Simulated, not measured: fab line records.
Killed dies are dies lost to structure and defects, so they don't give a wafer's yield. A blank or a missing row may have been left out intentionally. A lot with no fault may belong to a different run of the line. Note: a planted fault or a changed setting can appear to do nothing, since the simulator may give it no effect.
fab line records	flow nand_harc
record lots=8	wafers=24	last_day=33
route steps=1302 shown A_ONON_D1@427 A_CHANNEL_HOLE_D1@460 END@1301
lots with no fault: from the same line, run without faults
start_h: hours from the record's opening day to when the first of the lot's shown wafers began	wait_h: hours since the lot's step before	" repeats the value in the row above	L1.1+2: one row covering several wafers at once	- either no value or no given start	* or withheld: withheld	< > ~ a bound
route shown NAME@n: NAME is a module with steps in the file, n the number in the route of the first one	usual: mean and standard deviation over wafers with no fault	same: alike in all rows	chamber/n: place in a boat	sites: each site's reading	_std_site: the values' standard deviation	_edge_site: mean of outer sites minus mean of inner sites	radius_mm: how far each site lies from the wafer's centre	mask NAME#n: copy n	behind: tool/chamber where the wafer was last shaped	hold: why the lot was held/for how many hours/how that ended	device: whichever transistor did not switch (one of n, p or np)	end of line: tests of these same wafers at the route's end	step lacking rows: just its recipe	killed: dies lost to structure and defects at the first sort, not the wafer's yield	map: the dies of a wafer, with x for killed, . for not killed, _ for no die there
set.NAME: the setting as run; set.NAME@STEP: as run at that earlier step	model.NAME: the simulator's own value behind a step, which no gauge read
one table for each step of the route and one row for each wafer, over a sample of lots
services: a tool's chamber out of use, with start hour (start_h, from the record's first day; less than 0 if before it), hours out, and reason
## steps
# step NHARC_A_ONON_D1_THK_MEAS_05
# recipe thk_meas_gauge=ellipsometry
# usual thk_nm=1001/8.4
lot.wafer	tool	chamber	start_h	wait_h	thk_nm
L133.2	film_metro-01	-	164.39	-	988
L133.5	"	-	"	"	988
L133.6	"	-	"	"	987
L136.1	film_metro-01	-	186.39	-	1009
L136.3	"	-	"	"	1010
L136.6	"	-	"	"	1009
L139.3	film_metro-02	-	212.73	-	985
L139.4	"	-	"	"	984
L139.5	"	-	"	"	985
L150.1	film_metro-02	-	325.99	-	1013
L150.3	"	-	"	"	1013
L150.5	"	-	"	"	1014
L149.1	film_metro-02	-	326.13	-	981
L149.5	"	-	"	"	982
L149.6	"	-	"	"	982
L152.1	film_metro-02	-	352.53	-	1011
L152.3	"	-	"	"	1014
L152.4	"	-	"	"	1012
L154.3	film_metro-01	-	364.91	-	1002
L154.4	"	-	"	"	1000
L154.5	"	-	"	"	1003
L156.1	film_metro-02	-	389.73	-	999
L156.2	"	-	"	"	999
L156.3	"	-	"	"	998
# step NHARC_A_CHANNEL_HOLE_D1_PEB_08
# recipe peb_temp_c=100	peb_time_s=65
# usual heater_power_total_W=156.6/0.41	plate_temp_C=100.02/0.12
lot.wafer	tool	chamber	start_h	wait_h	heater_power_total_W	plate_temp_C
L133.2	litho_track-01	0	179.70	0.1	156.6	99.88
L133.5	"	0	"	"	157.1	99.77
L133.6	"	0	"	"	156.0	100.07
L136.1	litho_track-06	0	207.85	0.1	156.1	99.96
L136.3	"	0	"	"	156.6	99.93
L136.6	"	0	"	"	156.4	99.77
L139.3	litho_track-04	0	229.60	0.0	157.1	99.85
L139.4	"	0	"	"	156.1	100.18
L139.5	"	0	"	"	156.2	99.81
L150.1	litho_track-04	0	340.97	0.1	157.2	99.93
L150.3	"	0	"	"	156.0	100.00
L150.5	"	0	"	"	156.3	100.03
L149.1	litho_track-06	0	341.12	0.1	156.6	100.14
L149.5	"	0	"	"	156.3	100.07
L149.6	"	0	"	"	156.3	100.18
L152.1	litho_track-06	0	367.25	0.1	165.7	103.90
L152.3	"	0	"	"	164.7	104.00
L152.4	"	0	"	"	165.0	103.90
L154.3	litho_track-06	0	382.53	0.0	165.9	103.96
L154.4	"	0	"	"	165.4	104.22
L154.5	"	0	"	"	165.6	104.03
L156.1	litho_track-04	0	406.61	0.1	156.0	99.98
L156.2	"	0	"	"	157.1	100.13
L156.3	"	0	"	"	155.9	100.06
# step NHARC_A_CHANNEL_HOLE_D1_CD_MEAS_10
# recipe target_cd_nm=100	landing_energy_ev=500
# usual cd_nm=100.0/0.49
lot.wafer	tool	chamber	start_h	wait_h	cd_nm
L133.2	cd_sem-02	0	179.79	-	100.4
L133.5	"	0	"	"	99.6
L133.6	"	0	"	"	99.4
L136.1	cd_sem-03	0	207.93	-	101.0
L136.3	"	0	"	"	100.2
L136.6	"	0	"	"	100.0
L139.3	cd_sem-02	0	229.68	-	100.3
L139.4	"	0	"	"	99.3
L139.5	"	0	"	"	99.4
L150.1	cd_sem-02	0	341.04	-	99.9
L150.3	"	0	"	"	100.5
L150.5	"	0	"	"	99.5
L149.1	cd_sem-01	0	341.20	-	99.5
L149.5	"	0	"	"	100.1
L149.6	"	0	"	"	99.4
L152.1	cd_sem-03	0	367.33	-	110.9
L152.3	"	0	"	"	110.3
L152.4	"	0	"	"	110.1
L154.3	cd_sem-03	0	382.61	-	109.1
L154.4	"	0	"	"	109.3
L154.5	"	0	"	"	108.6
L156.1	cd_sem-02	0	406.69	-	101.2
L156.2	"	0	"	"	100.9
L156.3	"	0	"	"	101.0
# step NHARC_A_CHANNEL_HOLE_D1_DESCUM_15
# recipe time_s=3	o2_flow_sccm=200	ar_flow_sccm=0	bias_power_w=0	chemistry=O2
# usual drypump_motor_current_A=5.9/0.42	mfc_ar_sccm=0.010/0.014	o2_flow_sccm=200.0/0.62	oes_product_au=1.000/0.009	rf_vpp_V=57.9/0.93	showerhead_plenum_p_Torr=1.93/0.087	throttle_valve_pct=11.311/0.0089
lot.wafer	tool	chamber	start_h	wait_h	drypump_motor_current_A	mfc_ar_sccm	o2_flow_sccm	oes_product_au	rf_hours_counter_h	rf_vpp_V	showerhead_plenum_p_Torr	throttle_valve_pct
L133.2	rie_diel-07	3	179.98	0.1	6.6	0	199.5	1.005	6	59.7	1.92	11.314
L133.6	"	1	"	"	6.2	0.017	200.8	0.998	-	56.6	1.78	11.301
L133.5	"	2	"	"	6.0	0	199.0	0.992	-	57.1	1.93	11.297
L136.1	rie_diel-07	0	208.11	0.1	5.7	0.039	200.3	0.986	5	57.8	1.88	11.316
L136.3	"	2	"	"	6.0	0	199.4	0.984	7	57.7	1.93	11.310
L136.6	"	1	"	"	6.2	0.017	200.3	1.001	-	57.5	1.78	11.304
L139.3	rie_diel-09	1	229.87	0.1	5.9	0	200.5	0.990	23	58.3	2.00	11.314
L139.4	"	3	"	"	6.4	0.000	200.1	1.013	22	57.7	2.07	11.292
L139.5	"	1	"	"	5.9	0	200.8	0.988	-	58.9	2.00	11.312
L150.1	rie_diel-09	1	341.25	0.1	5.9	0	200.2	0.982	6	56.9	1.98	11.309
L150.3	"	2	"	"	6.1	0	199.0	1.005	4	57.7	1.95	11.315
L150.5	"	0	"	"	5.7	0	200.2	0.994	-	58.9	1.97	11.321
L149.1	rie_diel-05	3	341.40	0.1	5.2	0	200.9	0.998	35	60.0	2.07	11.295
L149.6	"	1	"	"	5.8	0.012	198.8	1.000	-	57.9	2.04	11.302
L149.5	"	2	"	"	5.9	0	200.6	1.013	-	57.9	1.96	11.324
L152.3	rie_diel-07	2	367.51	0.1	6.0	0	199.5	0.980	4	58.3	1.92	11.312
L152.1	"	0	"	"	5.7	0.039	199.9	0.986	4	57.2	1.87	11.311
L152.4	"	1	"	"	6.2	0.017	200.9	1.005	4	56.8	1.78	11.309
L154.3	rie_diel-09	2	382.79	0.1	6.1	0	199.5	1.015	16	56.6	1.95	11.325
L154.5	"	3	"	"	6.4	0.000	200.1	1.005	-	58.1	2.06	11.304
L154.4	"	1	"	"	5.9	0	199.9	0.990	-	57.6	1.98	11.324
L156.1	rie_diel-07	3	406.88	0.1	6.6	0	200.1	1.010	8	58.5	1.91	11.309
L156.2	"	1	"	"	6.2	0.017	200.7	0.995	6	58.1	1.78	11.325
L156.3	"	2	"	"	6.0	0	199.5	0.993	8	58.0	1.92	11.297
# step NHARC_A_CHANNEL_HOLE_D1_ETCH_44
# recipe target_depth_a=1400	overetch_a=140	time_s=77	ion_energy_ev=100	cf4_flow_sccm=80	o2_flow_sccm=20	ar_flow_sccm=0	rf_w=300	bias_w=100	chemistry=CF4/O2
# usual drypump_motor_current_A=6.0/0.4	mfc_ar_sccm=0.011/0.015	o2_flow_sccm=20.00/0.057	oes_o_777_au=1.000/0.0047	oes_product_au=0.999/0.0084	rf_vpp_V=197.9/1.4	showerhead_plenum_p_Torr=1.34/0.056	throttle_valve_pct=13.397/0.0088
lot.wafer	tool	chamber	start_h	wait_h	drypump_motor_current_A	mfc_ar_sccm	o2_flow_sccm	oes_o_777_au	oes_product_au	rf_hours_counter_h	rf_vpp_V	showerhead_plenum_p_Torr	throttle_valve_pct
L133.2	rie_diel-09	1	185.89	0.1	5.9	0	20.03	0.998	0.985	10	199.1	1.40	13.395
L133.6	"	2	"	"	6.1	0	20.10	1.006	0.993	-	197.5	1.37	13.398
L133.5	"	3	"	"	6.4	0.000	19.94	1.002	0.995	-	200.7	1.44	13.402
L136.3	rie_diel-09	2	214.56	0.1	6.2	0	19.99	0.996	1.008	15	198.9	1.37	13.395
L136.1	"	3	"	"	6.4	0.000	19.96	0.999	0.990	19	199.6	1.44	13.405
L136.6	"	0	"	"	5.8	0	20.05	1.004	1.001	-	198.4	1.39	13.384
L139.3	rie_diel-07	3	235.77	0.1	6.6	0	19.94	1.000	0.996	11	197.9	1.34	13.403
L139.4	"	1	"	"	6.2	0.017	19.95	0.996	0.997	11	197.1	1.25	13.406
L139.5	"	0	"	"	5.7	0.039	20.01	1.006	0.997	-	199.1	1.31	13.401
L150.1	rie_diel-05	3	347.21	0.1	5.2	0	19.95	1.007	0.988	36	199.7	1.44	13.383
L150.3	"	1	"	"	5.8	0.012	19.98	1.002	1.002	41	198.0	1.42	13.411
L150.5	"	3	"	"	5.2	0	20.06	0.998	0.996	-	199.9	1.44	13.396
L149.1	rie_diel-05	1	347.65	0.4	5.8	0.012	20.01	0.998	1.013	41	200.7	1.42	13.405
L149.5	"	0	"	"	5.0	0.035	19.97	0.999	1.005	-	197.8	1.36	13.405
L149.6	"	1	"	"	5.8	0.012	20.09	1.005	1.010	-	199.7	1.42	13.405
L152.1	rie_diel-07	0	373.43	0.1	5.7	0.039	19.96	1.000	1.000	5	197.4	1.31	13.394
L152.3	"	2	"	"	6.0	0	19.99	1.000	0.990	5	198.2	1.34	13.394
L152.4	"	3	"	"	6.6	0	19.98	0.992	1.014	5	198.9	1.33	13.394
L154.4	rie_diel-07	1	391.96	0.1	6.2	0.017	20.07	1.009	1.004	5	194.9	1.24	13.397
L154.3	"	3	"	"	6.6	0	20.06	1.005	1.004	6	198.3	1.33	13.395
L154.5	"	2	"	"	6.0	0	20.00	1.003	0.994	-	196.7	1.34	13.400
L156.2	rie_diel-07	0	412.81	0.1	5.7	0.039	20.02	1.004	0.998	8	196.4	1.31	13.403
L156.3	"	1	"	"	6.1	0.017	19.99	0.996	0.994	7	194.5	1.24	13.416
L156.1	"	2	"	"	5.9	0	20.05	1.008	0.987	8	199.9	1.34	13.410
# step NHARC_A_CHANNEL_HOLE_D1_CD_MEAS_30
# usual cd_nm=89.9/1.2
lot.wafer	tool	chamber	start_h	wait_h	cd_nm
L133.2	cd_sem-02	-	186.66	-	89.7
L133.5	"	-	"	"	88.9
L133.6	"	-	"	"	89.2
L136.1	cd_sem-03	-	215.34	-	90.9
L136.3	"	-	"	"	87.4
L136.6	"	-	"	"	88.9
L139.3	cd_sem-02	-	236.57	-	89.8
L139.4	"	-	"	"	89.0
L139.5	"	-	"	"	89.4
L150.1	cd_sem-02	-	348.06	0.1	90.9
L150.3	"	-	"	"	91.1
L150.5	"	-	"	"	89.5
L149.1	cd_sem-01	-	348.44	-	90.1
L149.5	"	-	"	"	91.9
L149.6	"	-	"	"	90.2
L152.1	cd_sem-02	-	374.22	-	101.2
L152.3	"	-	"	"	100.6
L152.4	"	-	"	"	100.3
L154.3	cd_sem-01	-	392.78	-	99.6
L154.4	"	-	"	"	100.2
L154.5	"	-	"	"	98.7
L156.1	cd_sem-02	-	413.74	-	92.1
L156.2	"	-	"	"	91.9
L156.3	"	-	"	"	90.7
# step NHARC_A_CHANNEL_HOLE_D1_XSEM_31
# recipe landing_energy_ev=35000
# usual bot_cd_nm=74.5/1.3	bow_nm=8.50/0.25	tilt_deg=0.07/0.051
lot.wafer	tool	chamber	start_h	wait_h	bot_cd_nm	bow_nm	tilt_deg
L133.2	xsem-01	0	186.75	0.1	74.1	7.99	0.03
L133.5	"	0	"	"	72.9	8.00	0.03
L133.6	"	0	"	"	74.1	8.00	0.03
L136.1	xsem-01	0	215.43	0.1	75.6	8.28	0.07
L136.3	"	0	"	"	71.5	8.42	0.07
L136.6	"	0	"	"	73.5	8.33	0.07
L139.3	xsem-01	0	236.65	0.1	73.9	8.93	0.05
L139.4	"	0	"	"	72.7	8.93	0.05
L139.5	"	0	"	"	72.7	8.92	0.05
L150.1	xsem-01	0	348.14	0.1	75.6	8.29	0.07
L150.3	"	0	"	"	76.7	8.28	0.07
L150.5	"	0	"	"	74.3	8.30	0.07
L149.1	xsem-02	0	348.53	0.1	74.4	8.36	0.10
L149.5	"	0	"	"	76.0	8.47	0.10
L149.6	"	0	"	"	74.9	8.38	0.10
L152.1	xsem-02	0	374.31	0.1	85.0	8.60	0.14
L152.3	"	0	"	"	84.6	8.55	0.14
L152.4	"	0	"	"	82.9	8.62	0.14
L154.3	xsem-02	0	392.87	0.1	83.9	8.64	0.10
L154.4	"	0	"	"	84.6	8.66	0.10
L154.5	"	0	"	"	83.1	8.71	0.10
L156.1	xsem-02	0	413.83	0.1	77.5	8.67	0.00
L156.2	"	0	"	"	75.8	8.65	0.00
L156.3	"	0	"	"	75.8	8.63	0.00
# step NHARC_END_WLT_00
# usual VT_DECK1_BOTTOM=0.869/0.0077	VT_DECK1_BOTTOM_INNER=0.870/0.0076	VT_DECK1_MEDIAN_NEAR_BOTTOM=0.871/0.0079	VT_DECK1_MEDIAN_NEAR_BOTTOM_INNER=0.871/0.0075	VT_DECK1_MIDDLE=0.882/0.0066	VT_DECK1_MIDDLE_INNER=0.883/0.0069	VT_DECK1_TOP=0.893/0.0065	VT_DECK1_TOP_INNER=0.894/0.0065	VT_DECK2_BOTTOM=0.868/0.0067	VT_DECK2_BOTTOM_INNER=0.868/0.0076	VT_DECK2_MEDIAN_NEAR_BOTTOM=0.870/0.0075	VT_DECK2_MEDIAN_NEAR_BOTTOM_INNER=0.871/0.0074	VT_DECK2_MIDDLE=0.881/0.0063	VT_DECK2_MIDDLE_INNER=0.882/0.0064	VT_DECK2_TOP=0.892/0.0067	VT_DECK2_TOP_INNER=0.893/0.0071
lot.wafer	tool	chamber	start_h	wait_h	VT_DECK1_BOTTOM	VT_DECK1_BOTTOM_INNER	VT_DECK1_MEDIAN_NEAR_BOTTOM	VT_DECK1_MEDIAN_NEAR_BOTTOM_INNER	VT_DECK1_MIDDLE	VT_DECK1_MIDDLE_INNER	VT_DECK1_TOP	VT_DECK1_TOP_INNER	VT_DECK2_BOTTOM	VT_DECK2_BOTTOM_INNER	VT_DECK2_MEDIAN_NEAR_BOTTOM	VT_DECK2_MEDIAN_NEAR_BOTTOM_INNER	VT_DECK2_MIDDLE	VT_DECK2_MIDDLE_INNER	VT_DECK2_TOP	VT_DECK2_TOP_INNER
L133.2	prober-01	-	567.37	0.6	0.865	0.868	0.868	0.864	0.884	0.882	0.888	0.890	0.860	0.858	0.866	0.862	0.882	0.880	0.895	0.899
L133.5	"	-	568.90	2.1	0.858	0.867	0.863	0.867	0.872	0.878	0.883	0.885	0.867	0.866	0.871	0.866	0.889	0.890	0.898	0.902
L133.6	"	-	"	"	0.866	0.859	0.857	0.862	0.874	0.866	0.888	0.883	0.870	0.874	0.872	0.876	0.887	0.888	0.892	0.896
L136.1	prober-02	-	598.76	0.1	0.876	0.869	0.883	0.880	0.894	0.895	0.904	0.902	0.873	0.869	0.867	0.870	0.888	0.881	0.896	0.886
L136.3	"	-	599.76	1.1	0.868	0.865	0.865	0.875	0.888	0.875	0.898	0.896	0.863	0.862	0.869	0.871	0.888	0.883	0.895	0.888
L136.6	"	-	601.26	2.6	0.875	0.870	0.875	0.868	0.884	0.892	0.899	0.899	0.865	0.866	0.860	0.881	0.885	0.877	0.895	0.898
L139.3	prober-02	-	641.77	1.1	0.864	0.866	0.872	0.866	0.889	0.887	0.896	0.898	0.869	0.864	0.871	0.873	0.880	0.874	0.883	0.886
L139.4	"	-	"	"	0.863	0.866	0.867	0.864	0.874	0.893	0.895	0.895	0.859	0.857	0.858	0.861	0.877	0.877	0.881	0.892
L139.5	"	-	"	"	0.855	0.871	0.868	0.864	0.876	0.874	0.894	0.893	0.853	0.855	0.861	0.854	0.878	0.867	0.879	0.881
L150.1	prober-01	-	703.46	0.0	0.875	0.868	0.877	0.873	0.878	0.887	0.899	0.886	0.858	0.861	0.856	0.858	0.867	0.876	0.891	0.879
L150.3	"	-	"	"	0.878	0.877	0.873	0.874	0.883	0.883	0.895	0.898	0.857	0.858	0.855	0.854	0.870	0.877	0.879	0.884
L150.5	"	-	"	"	0.869	0.864	0.869	0.873	0.883	0.883	0.894	0.896	0.851	0.854	0.859	0.860	0.874	0.871	0.876	0.875
L149.1	prober-01	-	711.14	3.1	0.858	0.871	0.870	0.871	0.882	0.875	0.888	0.900	0.873	0.862	0.866	0.873	0.883	0.885	0.894	0.887
L149.5	"	-	713.15	5.1	0.876	0.876	0.881	0.870	0.887	0.885	0.889	0.897	0.858	0.862	0.868	0.873	0.873	0.872	0.887	0.883
L149.6	"	-	"	"	0.865	0.868	0.878	0.870	0.890	0.889	0.889	0.887	0.873	0.867	0.868	0.871	0.885	0.888	0.890	0.885
L152.1	prober-02	-	737.78	0.1	0.903	0.914	0.907	0.905	0.911	0.912	0.927	0.940	0.863	0.870	0.866	0.868	0.877	0.882	0.894	0.899
L152.3	"	-	"	"	0.912	0.902	0.917	0.902	0.918	0.911	0.927	0.920	0.858	0.872	0.858	0.877	0.876	0.885	0.897	0.892
L152.4	"	-	"	"	0.903	0.906	0.898	0.908	0.915	0.913	0.917	0.908	0.867	0.862	0.875	0.874	0.889	0.879	0.893	0.901
L154.3	prober-01	-	759.83	1.0	0.891	0.886	0.882	0.876	0.898	0.889	0.903	0.905	0.860	0.859	0.862	0.868	0.879	0.877	0.894	0.891
L154.4	"	-	"	"	0.881	0.889	0.886	0.885	0.894	0.895	0.902	0.903	0.872	0.870	0.867	0.874	0.880	0.877	0.887	0.889
L154.5	"	-	"	"	0.887	0.872	0.883	0.889	0.891	0.892	0.904	0.908	0.868	0.862	0.856	0.864	0.872	0.875	0.889	0.891
L156.1	prober-02	-	783.89	0.1	0.887	0.870	0.875	0.883	0.890	0.888	0.894	0.901	0.875	0.870	0.872	0.872	0.880	0.885	0.897	0.896
L156.2	"	-	"	"	0.881	0.867	0.876	0.872	0.888	0.888	0.900	0.900	0.884	0.881	0.878	0.882	0.886	0.893	0.895	0.896
L156.3	"	-	"	"	0.875	0.869	0.879	0.876	0.882	0.888	0.899	0.896	0.874	0.877	0.880	0.877	0.883	0.887	0.892	0.907
# step NHARC_END_SORT_01
# recipe temp_c=25
# usual killed_at_array=57/18	killed_at_other=0.9/1.3	killed_at_periphery=3.5/2.2	killed_dies=62/18	killed_open=3.0/1.7	killed_short=2.3/1.5
# same gross_dies=677
lot.wafer	tool	chamber	start_h	wait_h	killed_at_array	killed_at_other	killed_at_periphery	killed_dies	killed_open	killed_short
L152.1	prober-02	0	740.72	2.4	66	1	1	68	4	2
L152.3	prober-02	0	742.32	3.1	64	2	1	67	3	4
L152.4	prober-02	0	743.12	3.4	80	1	3	84	0	1
L154.3	prober-01	0	763.38	3.1	76	1	3	80	2	5
L154.4	prober-01	0	764.17	3.3	70	1	3	74	4	2
# killed by level:class
L152.1 A_CHANNEL_HOLE_D1:chamber_film_flake=22 A_CHANNEL_HOLE_D2:chamber_film_flake=21 A_M1:chamber_film_flake=5 A_STAIRCASE:chamber_film_flake=4 A_CHANNEL_HOLE_D1:area_peb=4 A_SLIT:chamber_film_flake=3 A_CHANNEL_FILL_D1:geometric_particle:short=1 A_ONON_D2:geometric_particle:open=1
L152.3 A_CHANNEL_HOLE_D1:chamber_film_flake=25 A_CHANNEL_HOLE_D2:chamber_film_flake=19 A_M1:chamber_film_flake=4 A_CHANNEL_FILL_D1:geometric_particle:open=2 A_WL_FILL:geometric_particle:short=2 A_SLIT:chamber_film_flake=2 A_STAIRCASE:chamber_film_flake=2 A_CONTACT:chamber_film_flake=2
L152.4 A_CHANNEL_HOLE_D1:chamber_film_flake=34 A_CHANNEL_HOLE_D2:chamber_film_flake=19 A_CHANNEL_HOLE_D1:area_peb=11 A_STAIRCASE:chamber_film_flake=5 A_M1:chamber_film_flake=4 A_SLIT:chamber_film_flake=3 P_ZERO_WELL:chamber_film_flake=2 A_CONTACT:chamber_film_flake=2
L154.3 A_CHANNEL_HOLE_D2:chamber_film_flake=29 A_CHANNEL_HOLE_D1:chamber_film_flake=13 A_STAIRCASE:chamber_film_flake=8 A_CONTACT:chamber_film_flake=6 A_SLIT:chamber_film_flake=5 A_M1:chamber_film_flake=3 A_CHANNEL_FILL_D1:chamber_film_flake=2 A_DECK1_JOINT:chamber_film_flake=2
L154.4 A_CHANNEL_HOLE_D2:chamber_film_flake=21 A_CHANNEL_HOLE_D1:chamber_film_flake=10 A_SLIT:chamber_film_flake=10 A_STAIRCASE:chamber_film_flake=9 A_CONTACT:chamber_film_flake=7 A_CHANNEL_HOLE_D1:area_peb=4 A_CHANNEL_FILL_D1:chamber_film_flake=2 P_M0:geometric_particle:open=1
## services
tool	chamber	start_h	hours	kind
rie_diel-07	0	175.25	-	clean
rie_diel-07	1	175.25	-	clean
rie_diel-07	2	175.25	-	clean
litho_track-06	-	179.00	7.0	pm
litho_track-04	-	203.00	7.0	pm
rie_diel-09	2	203.91	8.3	repair
rie_diel-09	0	206.86	1.8	repair
rie_diel-05	1	214.95	5.1	repair
rie_diel-05	3	224.80	7.2	repair
rie_diel-05	-	229.62	9.0	pm
rie_diel-07	3	242.98	24.6	repair
rie_diel-07	-	294.25	9.0	pm
rie_diel-09	3	313.47	10.3	repair
rie_diel-09	-	320.46	9.0	pm
rie_diel-05	2	327.15	9.6	repair
litho_track-01	-	330.00	7.0	pm
rie_diel-07	-	339.53	2.2	repair
litho_track-06	-	354.00	7.0	pm
rie_diel-09	0	358.70	36.5	repair
xsem-01	-	374.00	14.0	pm
litho_track-04	-	378.00	7.0	pm
rie_diel-09	1	386.84	5.0	repair
rie_diel-05	-	406.62	9.0	pm
rie_diel-07	3	407.81	12.7	repair
## key
first_sign step=NHARC_A_CHANNEL_HOLE_D1_PEB_08	reading=plate_temp_C	direction=up	sigmas=32	usual=*	struck=*
effect step=NHARC_A_CHANNEL_HOLE_D1_PEB_08	reading=heater_power_total_W	direction=up	sigmas=21	usual=*	struck=*
effect step=NHARC_A_CHANNEL_HOLE_D1_CD_MEAS_10	reading=cd_nm	direction=up	sigmas=20	usual=100.0	struck=109.7	through=control_loop
effect step=NHARC_A_CHANNEL_HOLE_D1_CD_MEAS_30	reading=cd_nm	direction=up	sigmas=8.7	usual=89.9	struck=100.1	through=control_loop
effect step=NHARC_A_CHANNEL_HOLE_D1_XSEM_31	reading=bot_cd_nm	direction=up	sigmas=7	usual=74.5	struck=84.0	through=control_loop
effect step=NHARC_END_WLT_00	reading=VT_DECK1_BOTTOM	direction=up	sigmas=3.5	usual=0.869	struck=0.896
met_at NHARC_A_CHANNEL_HOLE_D1_PEB_08
struck_lots L152,L154
tester_left_out L152,L154
loop_trim step=NHARC_A_CHANNEL_HOLE_D1_EXPOSE_07	setting=dose	lots=L154
not_acting_at NHARC_A_ONON_D1_THK_MEAS_05,NHARC_A_CHANNEL_HOLE_D1_DESCUM_15,NHARC_A_CHANNEL_HOLE_D1_ETCH_44
onset_between 341.12 367.25
fault kind=process_parameter_drift	tool=litho_track-06	chamber=-	onset_h=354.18	steps=NHARC_A_CHANNEL_HOLE_D1_PEB_08	channel=peb_temp_c	offset=*	shape=step	end_h=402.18	acts_in=*	stated=*
# tester_left_out: of these lots the tester's yield and bins aren't shown, on N5 and GAA mostly nor the transistor test; their killed dies are dies lost to structure and defects alone, not to doping, threshold or leakage, so they don't give the yield
# loop_trim: a control loop set the setting to another value than it would have without faults
